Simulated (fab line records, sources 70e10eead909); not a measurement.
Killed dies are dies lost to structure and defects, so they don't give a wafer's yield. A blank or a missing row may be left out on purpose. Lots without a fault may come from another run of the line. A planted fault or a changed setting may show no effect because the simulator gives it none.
fab line records | flow nand_harc
record lots=13 wafers=39 last_day=24
route steps=1159 shown P_ZERO_WELL@26 P_STI@89
lots that met no fault: from a run of the same line without faults
start_h: hours from the record's first day to the start of the lot's first wafer shown | wait_h: hours since the lot's step before | " the same as in the row above | L1.1+2: a row that stands for several wafers | - no value, or no start given | * or withheld: withheld | < > ~ a bound
route shown NAME@n: a module of which the file shows steps, and the number in the route of the first | usual: mean/standard deviation of fault-free wafers | same: alike in all rows | chamber/n: place in a boat | sites: the reading at each site | _std_site: their standard deviation | _edge_site: outer sites' mean less inner sites' | radius_mm: how far each site lies from the wafer's centre | mask NAME#n: copy n | behind: the tool/chamber that last shaped the wafer | hold: why the lot was held/for how many hours/how that ended | device: the transistor (n, p or np) that didn't switch | end of line: the same wafers' tests at the end of the route | a step without rows: its recipe alone | killed: dies lost to structure and defects at the first sort, not the wafer's yield | map: a wafer's dies, x killed, . not, _ none there
set.NAME: the setting as run; set.NAME@STEP: as run at that earlier step | model.NAME: the simulator's own value behind a step, which no gauge read
steps of the route over a sample of lots; a table a step, a row a wafer
services: from which hour (start_h, from the record's first day; less than 0 if before it) a tool's chamber was out of use, for how many hours, and why
## steps
# step NHARC_P_ZERO_WELL_EXPOSE_21
# recipe na=0.6 target_cd_nm=720 dose_mj=22.31 mask_id=P_NWELL
# columns lot.wafer tool chamber start_h wait_h mask
L417.1+2+4 krf_scanner-01 0 20.44 - P_NWELL#0
L418.1+3+6 krf_scanner-01 0 26.19 - P_NWELL#0
L419.3+4+6 krf_scanner-03 0 32.43 - P_NWELL#0
L420.2+3+6 krf_scanner-03 0 38.35 - P_NWELL#0
L421.2+4+6 krf_scanner-03 0 44.20 - P_NWELL#0
L423.1+4+5 krf_scanner-01 0 56.42 - P_NWELL#0
L426.1+3+6 krf_scanner-02 0 74.43 - P_NWELL#0
L428.1+2+3 krf_scanner-03 0 86.17 - P_NWELL#0
L429.4+5+6 krf_scanner-03 0 92.24 - P_PWELL#0
L436.4+5+6 krf_scanner-01 0 134.38 - P_NWELL#0
L437.1+2+5 krf_scanner-03 0 140.96 - P_NWELL#0
L438.4+5+6 krf_scanner-03 0 146.33 - P_NWELL#0
L439.1+4+6 krf_scanner-03 0 152.31 - P_NWELL#0
# step NHARC_P_ZERO_WELL_CD_MEAS_24
# recipe target_cd_nm=720 landing_energy_ev=500
# usual cd_nm=720.4/2.6
# columns lot.wafer tool chamber start_h wait_h cd_nm
L417.1 cd_sem-01 0 20.59 - 721.1
L417.2 " 0 " " 722.0
L417.4 " 0 " " 718.7
L418.1 cd_sem-02 0 26.35 - 716.2
L418.3 " 0 " " 721.7
L418.6 " 0 " " 716.4
L419.3 cd_sem-03 0 32.58 - 718.4
L419.4 " 0 " " 716.5
L419.6 " 0 " " 718.6
L420.2 cd_sem-01 0 38.51 - 721.9
L420.3 " 0 " " 723.8
L420.6 " 0 " " 725.6
L421.2 cd_sem-02 0 44.36 - 718.2
L421.4 " 0 " " 721.5
L421.6 " 0 " " 723.0
L423.1 cd_sem-03 0 56.57 - 717.9
L423.4 " 0 " " 720.9
L423.5 " 0 " " 720.3
L426.1 cd_sem-02 0 74.59 - 724.0
L426.3 " 0 " " 720.8
L426.6 " 0 " " 720.6
L428.1 cd_sem-02 0 86.32 - 717.8
L428.2 " 0 " " 720.3
L428.3 " 0 " " 719.2
L429.4 cd_sem-03 0 92.39 - -
L429.5 " 0 " " -
L429.6 " 0 " " -
L436.4 cd_sem-02 0 134.53 - 719.7
L436.5 " 0 " " 721.1
L436.6 " 0 " " 723.9
L437.1 cd_sem-03 0 141.12 - 717.2
L437.2 " 0 " " 720.2
L437.5 " 0 " " 716.6
L438.4 cd_sem-02 0 146.48 - 717.4
L438.5 " 0 " " 721.2
L438.6 " 0 " " 720.3
L439.1 cd_sem-02 0 152.47 - 721.3
L439.4 " 0 " " 716.6
L439.6 " 0 " " 717.3
# step NHARC_P_ZERO_WELL_DESCUM_26
# recipe time_s=3 o2_flow_sccm=200 ar_flow_sccm=0 bias_power_w=0 chemistry=O2
# usual drypump_motor_current_A=5.6/0.41 oes_product_au=0.997/0.013 rf_vpp_V=57.8/0.85 showerhead_plenum_p_Torr=1.91/0.068 throttle_valve_pct=11.311/0.0089
# columns lot.wafer tool chamber start_h wait_h drypump_motor_current_A oes_product_au rf_hours_counter_h rf_vpp_V showerhead_plenum_p_Torr throttle_valve_pct
L417.2 rie_diel-05 2 20.76 - 6.2 0.973 2 58.5 1.89 11.309
L417.1 " 3 " " 6.1 0.996 2 57.6 1.87 11.301
L417.4 " 0 " " 5.2 0.993 1 57.7 2.03 11.299
L418.3 rie_diel-05 1 26.54 - 5.5 0.980 1 58.7 1.87 11.301
L418.1 " 2 " " 6.2 0.975 2 57.6 1.89 11.302
L418.6 " 3 " " 6.0 0.998 - 57.1 1.87 11.312
L419.3 rie_diel-05 0 32.76 - 5.2 0.989 2 58.1 2.03 11.315
L419.4 " 1 " " 5.5 1.001 2 57.2 1.87 11.303
L419.6 " 3 " " 6.0 0.985 - 56.4 1.87 11.313
L420.3 rie_diel-05 1 38.67 - 5.5 0.983 3 57.4 1.87 11.311
L420.2 " 2 " " 6.2 0.977 3 58.2 1.89 11.309
L420.6 " 1 " " 5.5 0.977 - 55.6 1.87 11.304
L421.2 rie_diel-13 3 44.55 - 5.9 0.996 7 58.5 1.82 11.310
L421.4 " 2 " " 5.4 0.998 8 57.7 1.98 11.304
L421.6 " 3 " " 5.9 0.995 - 56.3 1.82 11.297
L423.1 rie_diel-01 3 56.75 - 5.4 0.982 4 57.4 1.92 11.323
L423.4 " 0 " " 5.2 0.984 4 56.5 1.82 11.305
L423.5 " 2 " " 6.2 1.031 - 57.6 1.98 11.304
L426.1 rie_diel-05 2 74.76 - 6.3 0.985 5 58.7 1.89 11.313
L426.3 " 0 " " 5.2 1.000 5 59.2 2.02 11.318
L426.6 " 2 " " 6.2 0.992 - 58.4 1.89 11.317
L428.3 rie_diel-13 0 86.50 - 5.3 1.002 11 58.3 1.97 11.303
L428.1 " 1 " " 4.8 1.009 10 55.6 1.93 11.292
L428.2 " 2 " " 5.5 1.008 12 59.4 1.98 11.296
L429.4 rie_diel-01 3 92.54 - 5.4 1.009 7 57.5 1.92 11.311
L429.5 " 3 " " 5.4 0.996 - 57.7 1.92 11.310
L429.6 " 0 " " 5.2 0.985 - 56.2 1.81 11.303
L436.4 rie_diel-13 1 134.69 - 4.8 1.025 2 57.4 1.93 11.317
L436.5 " 0 " " 5.3 0.997 - 57.9 1.97 11.315
L436.6 " 1 " " 4.8 1.017 - 58.5 1.93 11.321
L437.2 rie_diel-13 2 141.28 - 5.4 0.981 2 55.3 1.98 11.290
L437.1 " 1 " " 4.8 1.015 2 58.1 1.93 11.323
L437.5 " 3 " " 5.9 1.019 - 57.3 1.81 11.328
L438.4 rie_diel-05 0 146.63 - 5.2 1.016 10 57.8 2.02 11.322
L438.6 " 0 " " 5.2 1.008 - 57.0 2.02 11.315
L438.5 " 1 " " 5.5 0.989 - 58.4 1.86 11.314
L439.1 rie_diel-05 1 152.65 - 5.5 0.977 11 56.9 1.86 11.299
L439.4 " 2 " " 6.2 1.008 11 58.1 1.89 11.306
L439.6 " 0 " " 5.2 1.006 - 58.6 2.02 11.310
# step NHARC_P_ZERO_WELL_RTA_42
# recipe temp_c=1100 time_s=300
# usual lamp_power_pct=36/3.7 lamp_zone_3_pct=36/3.7 wafer_temp_C_max=1107.0/1.5
# columns lot.wafer tool chamber start_h wait_h lamp_power_pct lamp_zone_3_pct wafer_temp_C_max
L417.1 rtp_anneal-02 0 25.01 - 40 40 1108.7
L417.2 " 0 " " 40 40 1108.0
L417.4 " 0 " " 40 40 1107.0
L418.1 rtp_anneal-01 0 31.36 - 32 32 1106.4
L418.3 " 0 " " 32 32 1105.5
L418.6 " 0 " " 32 32 1105.0
L419.3 rtp_anneal-02 0 37.13 - 40 40 1108.7
L419.4 " 0 " " 40 40 1107.0
L419.6 " 0 " " 40 40 1110.4
L420.2 rtp_anneal-02 0 42.96 - 40 40 1108.5
L420.3 " 0 " " 40 40 1107.2
L420.6 " 0 " " 40 40 1108.0
L421.2 rtp_anneal-02 0 48.67 - 40 40 1108.1
L421.4 " 0 " " 40 40 1108.4
L421.6 " 0 " " 40 40 1107.1
L423.1 rtp_anneal-02 0 60.89 - 40 40 1107.4
L423.4 " 0 " " 40 40 1107.5
L423.5 " 0 " " 40 40 1108.0
L426.1 rtp_anneal-02 0 79.01 - 40 40 1108.3
L426.3 " 0 " " 40 40 1105.5
L426.6 " 0 " " 40 40 1105.2
L428.1 rtp_anneal-02 0 90.62 - 40 39 1107.2
L428.2 " 0 " " 40 40 1108.2
L428.3 " 0 " " 40 40 1107.1
L429.4 rtp_anneal-01 0 97.30 - 32 32 1105.4
L429.5 " 0 " " 32 32 1105.5
L429.6 " 0 " " 32 32 1108.4
L436.4 rtp_anneal-02 0 139.26 - 40 40 1108.3
L436.5 " 0 " " 40 40 1108.1
L436.6 " 0 " " 39 39 1107.2
L437.1 rtp_anneal-01 0 145.65 - 32 32 1106.1
L437.2 " 0 " " 32 32 1106.4
L437.5 " 0 " " 32 32 1106.2
L438.4 rtp_anneal-01 0 151.08 - 32 32 1105.9
L438.5 " 0 " " 32 32 1105.5
L438.6 " 0 " " 32 32 1105.1
L439.1 rtp_anneal-01 0 156.68 - 32 32 1106.0
L439.4 " 0 " " 32 32 1105.7
L439.6 " 0 " " 32 32 1107.0
# step NHARC_P_STI_ETCH_31
# recipe target_depth_a=1089 time_s=54.5 cf4_flow_sccm=100 chf3_flow_sccm=30 ar_flow_sccm=0 rf_w=500 bias_w=200 chemistry=CF4/CHF3
# usual cf4_flow_sccm=100.00/0.3 drypump_motor_current_A=5.8/0.38 oes_product_au=0.964/0.021 rf_vpp_V=371.7/1.9 showerhead_plenum_p_Torr=1.61/0.049 throttle_valve_pct=16.803/0.0091
# columns lot.wafer tool chamber start_h wait_h cf4_flow_sccm drypump_motor_current_A oes_product_au rf_hours_counter_h rf_vpp_V showerhead_plenum_p_Torr throttle_valve_pct
L417.2 rie_diel-08 3 - - 100.10 6.3 0.963 5 371.5 1.60 16.801
L417.4 " 1 " " 100.26 5.2 0.970 6 372.2 1.63 16.799
L417.1 " 2 " " 99.68 5.8 0.978 5 370.0 1.56 16.809
L419.3 rie_diel-07 2 - - 99.93 6.0 0.978 6 373.4 1.66 16.806
L419.4 " 0 " " 99.75 5.9 0.974 6 373.0 1.62 16.794
L419.6 " 1 " " 99.29 5.5 0.975 - 374.7 1.58 16.812
L418.1 rie_diel-08 0 - - 100.31 6.4 0.969 6 372.4 1.66 16.808
L418.3 " 2 " " 99.82 5.8 0.995 6 370.9 1.56 16.807
L418.6 " 3 " " 100.23 6.3 0.979 - 371.4 1.60 16.810
L420.2 rie_diel-08 1 - - 99.52 5.2 0.957 6 371.9 1.63 16.799
L420.3 " 0 " " 100.20 6.4 0.936 6 373.8 1.66 16.802
L420.6 " 2 " " 99.27 5.7 0.973 - 369.8 1.56 16.796
L421.4 rie_diel-07 2 - - 100.45 6.0 0.939 0 373.6 1.66 16.797
L421.2 " 3 " " 100.36 5.4 0.959 0 368.0 1.53 16.793
L421.6 " 1 " " 100.15 5.5 0.964 - 370.7 1.58 16.819
L423.1 rie_diel-07 0 - - 100.24 5.9 0.979 0 371.6 1.62 16.789
L423.4 " 2 " " 99.91 6.0 0.942 0 374.0 1.66 16.801
L423.5 " 1 " " 100.51 5.5 0.976 - 371.4 1.58 16.801
L426.3 rie_diel-08 3 - - 99.90 6.3 1.001 7 370.2 1.60 16.804
L426.1 " 1 " " 100.12 5.2 0.968 8 372.8 1.63 16.789
L426.6 " 3 " " 99.96 6.2 0.999 - 371.2 1.60 16.820
L428.3 rie_diel-08 3 - - 100.15 6.3 0.977 9 370.0 1.60 16.798
L428.2 " 0 " " 100.15 6.4 0.988 10 374.9 1.66 16.800
L428.1 " 1 " " 100.10 5.2 0.982 10 371.6 1.63 16.805
L436.4 rie_diel-07 3 - - 100.34 5.4 0.902 3 367.9 1.53 16.794
L436.6 " 3 " " 100.54 5.4 0.910 - 368.5 1.53 16.797
L436.5 " 0 " " 99.94 5.9 0.936 - 372.2 1.62 16.815
L437.1 rie_diel-07 2 - - 100.34 6.0 0.955 4 373.4 1.66 16.799
L437.2 " 3 " " 100.01 5.4 0.939 4 367.5 1.53 16.799
L437.5 " 0 " " 99.25 5.9 0.979 - 373.2 1.62 16.783
L438.4 rie_diel-07 1 - - 100.13 5.5 0.988 3 371.4 1.58 16.794
L438.6 " 3 " " 99.73 5.4 0.958 - 368.3 1.53 16.803
L438.5 " 0 " " 100.13 5.9 0.981 - 371.0 1.62 16.808
L439.1 rie_diel-04 2 - - 100.41 5.3 0.930 1 374.7 1.69 16.800
L439.4 " 3 " " 100.41 5.3 0.932 1 371.6 1.61 16.799
L439.6 " 1 " " 100.02 6.0 0.915 - 368.9 1.53 16.822
## services
# columns tool chamber start_h hours kind
rie_diel-07 - 3.11 2.0 repair
krf_scanner-01 - 5.94 0.5 repair
krf_scanner-03 - 18.49 0.5 repair
rie_diel-07 1 21.58 8.4 repair
rie_diel-01 3 37.19 8.3 repair
krf_scanner-03 - 48.41 4.4 repair
rie_diel-07 - 51.20 9.0 pm
rie_diel-05 2 54.48 1.3 repair
rie_diel-01 - 54.83 0.2 repair
rie_diel-05 0 55.21 6.9 repair
krf_scanner-03 - 57.52 4.7 repair
rie_diel-13 1 73.78 11.3 repair
krf_scanner-03 - 75.17 2.6 repair
krf_scanner-01 - 84.00 4.0 pm
rie_diel-13 3 88.34 9.8 repair
rie_diel-07 - 93.95 0.2 repair
rie_diel-05 0 96.03 2.9 repair
rie_diel-13 - 99.00 9.0 pm
krf_scanner-01 - 122.79 0.4 repair
rie_diel-08 - 124.84 9.0 pm
rie_diel-08 3 135.27 11.8 repair
rie_diel-05 - 163.60 9.0 pm
rie_diel-07 1 163.69 6.3 repair
krf_scanner-03 - 168.00 4.0 pm
## key
first_sign step=NHARC_P_ZERO_WELL_EXPOSE_21 reading=mask direction=changed
effect step=NHARC_P_ZERO_WELL_CD_MEAS_24 reading=cd_nm direction=missing
met_at NHARC_P_ZERO_WELL_EXPOSE_21
struck_lots L429
later_rows_left_out L429.4,L429.5,L429.6
sort_left_out L429.4,L429.5,L429.6
tester_left_out L429
not_acting_at NHARC_P_ZERO_WELL_DESCUM_26,NHARC_P_ZERO_WELL_RTA_42,NHARC_P_STI_ETCH_31
onset_between 86.17 92.24
fault kind=wrong_mask tool=any chamber=- onset_h=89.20 steps=NHARC_P_ZERO_WELL_EXPOSE_21 aux_copy=P_PWELL#0 scope=struck_lots_only
# tester_left_out: of these lots the tester's yield and bins aren't shown, on N5 and GAA mostly nor the transistor test; their killed dies are dies lost to structure and defects alone, not to doping, threshold or leakage, so they don't give the yield
# sort_left_out: the simulated sort isn't trusted on such a fault, so these wafers' sort isn't shown, and their yield isn't known
# later_rows_left_out: the simulator's readings of these wafers behind a module that went badly wrong aren't trusted and aren't shown, but for the sort
